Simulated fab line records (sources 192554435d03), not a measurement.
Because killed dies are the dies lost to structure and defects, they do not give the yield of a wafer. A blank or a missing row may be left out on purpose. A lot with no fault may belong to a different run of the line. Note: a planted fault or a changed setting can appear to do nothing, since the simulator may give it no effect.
Split-lot trial + flow n5-finfet + route with 1938 steps; 7 lots, 21 wafers read

== ABOUT THE SPLIT ==
At N5_BEOL_M6_ETCH_66 (etches SOC in N2/H2, target depth 80 nm, overetch 16 nm, time 120 s), the setting bias-w was moved away from the recipe's 150 W on 6 of the 21 wafers read, by -6.1% to +12.4%. This setting was run at the recipe's value on the other wafers.

Reading taken at the split's own step.

== THE READING ==
rf-vpp-V, in V, at N5_BEOL_M6_ETCH_66 (etches SOC in N2/H2, target depth 80 nm, overetch 16 nm, time 120 s). Typical for fault-free wafers on this fab line: 524.7 V, with standard deviation 2.4 V.

| wafer  | tool, chamber at the split | bias-w as run, W | against the recipe | rf-vpp-V, V | against lot-mates on the recipe |
|--------|----------------------------|------------------|--------------------|-------------|---------------------------------|
| L077.1 | rie-diel-06, 2             | 150              | recipe             | 523.3       | -                               |
| L077.3 | rie-diel-06, 1             | 150              | recipe             | 521.6       | -                               |
| L077.5 | rie-diel-06, 0             | 150              | recipe             | 522.4       | -                               |
| L082.1 | rie-diel-03, 1             | 150              | recipe             | 523.0       | -                               |
| L082.3 | rie-diel-03, 2             | 150              | recipe             | 526.6       | -                               |
| L082.5 | rie-diel-03, 2             | 150              | recipe             | 527.9       | -                               |
| L087.2 | rie-diel-03, 2             | 162.7            | +8.5%              | 556.7       | +33.8                           |
| L087.3 | rie-diel-03, 1             | 150              | recipe             | 522.9       | -                               |
| L087.5 | rie-diel-03, 2             | 162.7            | +8.5%              | 556.4       | +33.5                           |
| L092.3 | rie-diel-04, 2             | 168.6            | +12.4%             | 564.5       | +38.7                           |
| L092.4 | rie-diel-04, 3             | 150              | recipe             | 525.8       | -                               |
| L092.6 | rie-diel-04, 3             | 168.6            | +12.4%             | 566.5       | +40.7                           |
| L094.1 | rie-diel-04, 1             | 150              | recipe             | 524.7       | -                               |
| L094.3 | rie-diel-04, 3             | 150              | recipe             | 526.8       | -                               |
| L094.4 | rie-diel-04, 2             | 150              | recipe             | 523.5       | -                               |
| L095.1 | rie-diel-06, 3             | 140.9            | -6.1%              | 504.6       | -17.2                           |
| L095.2 | rie-diel-06, 0             | 150              | recipe             | 522.2       | -                               |
| L095.3 | rie-diel-06, 1             | 150              | recipe             | 521.5       | -                               |
| L097.3 | rie-diel-03, 0             | 165.3            | +10.2%             | 555.1       | +27.1                           |
| L097.4 | rie-diel-03, 2             | 150              | recipe             | 527.4       | -                               |
| L097.6 | rie-diel-03, 2             | 150              | recipe             | 528.7       | -                               |

FIT RESULTS
A straight line over all 21 wafers: rf-vpp-V changes by +3.35 V for each +1% of bias-w; r = +0.99; the points scatter about the line by 2.6 V.
The same after taking each lot's own level away (the mean of its wafers on the recipe; 21 wafers): +3.24 V for each +1%; r = +0.99; scatter 2.7 V.
The reading moves by 40 V for the largest change in bias-w, on that fit.
Across the lots, their own levels run from 521.85 to 528.05 V, a range of 2.6 times the standard deviation given above.
Hence the lot-to-lot level has little effect on the slope; both slopes agree.
Check: with one of the wafers moved furthest among these (+12.4%) left out of the fit, the line predicts +41.2 V for it against its lot-mates. Against them it came out at +38.7 V.
Tool readings at the split's step, against how far the setting was moved: rf-vpp-V r = +0.99.

== OTHER SPLITS ON THESE WAFERS ==
These wafers also went through other splits before the reading. Each is held against what the fit with the lots' levels taken away leaves over:
| other split on the same wafers     | wafers away from the commonest value | r with rf-vpp-V (lot level and that fit taken away) |
|------------------------------------|--------------------------------------|-----------------------------------------------------|
| N5_BEOL_M1_COAT_61 spin-rpm        | 6                                    | -0.25                                               |
| N5_BEOL_M1_ETCH_77 source-w        | 10                                   | +0.16                                               |
| N5_BEOL_M1_TRENCH_ETCH_37 bias-w   | 4                                    | -0.44                                               |
| N5_BEOL_M2_DESCUM_33 time-s        | 8                                    | -0.02                                               |
| N5_BEOL_M2_TRENCH_ETCH_37 bias-w   | 4                                    | -0.06                                               |
| N5_BEOL_M4_TRENCH_ETCH_37 source-w | 6                                    | -0.20                                               |

== THE WHOLE CHAIN: every reading that the file lists as answering this split, in the file's order ==
| step               | what it does                                                        | reading                                                                          | change (the file's fit)                | r (the file's) |
|--------------------|---------------------------------------------------------------------|----------------------------------------------------------------------------------|----------------------------------------|----------------|
| N5_BEOL_M6_ETCH_66 | etches SOC in N2/H2, target depth 80 nm, overetch 16 nm, time 120 s | rf-vpp-V                                                                         | +3.16 V for each +1% of the setting    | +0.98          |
| N5_BEOL_M6_ETCH_66 | etches SOC in N2/H2, target depth 80 nm, overetch 16 nm, time 120 s | SiARC_of_BEOL_M6_COAT_64.thk-nm (the simulator's own value, which no gauge read) | -0.0593 nm for each +1% of the setting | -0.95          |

== THE FILE'S OWN FIT ==
rf-vpp-V changes by +3.16 V for each +1% of bias-w, r = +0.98.
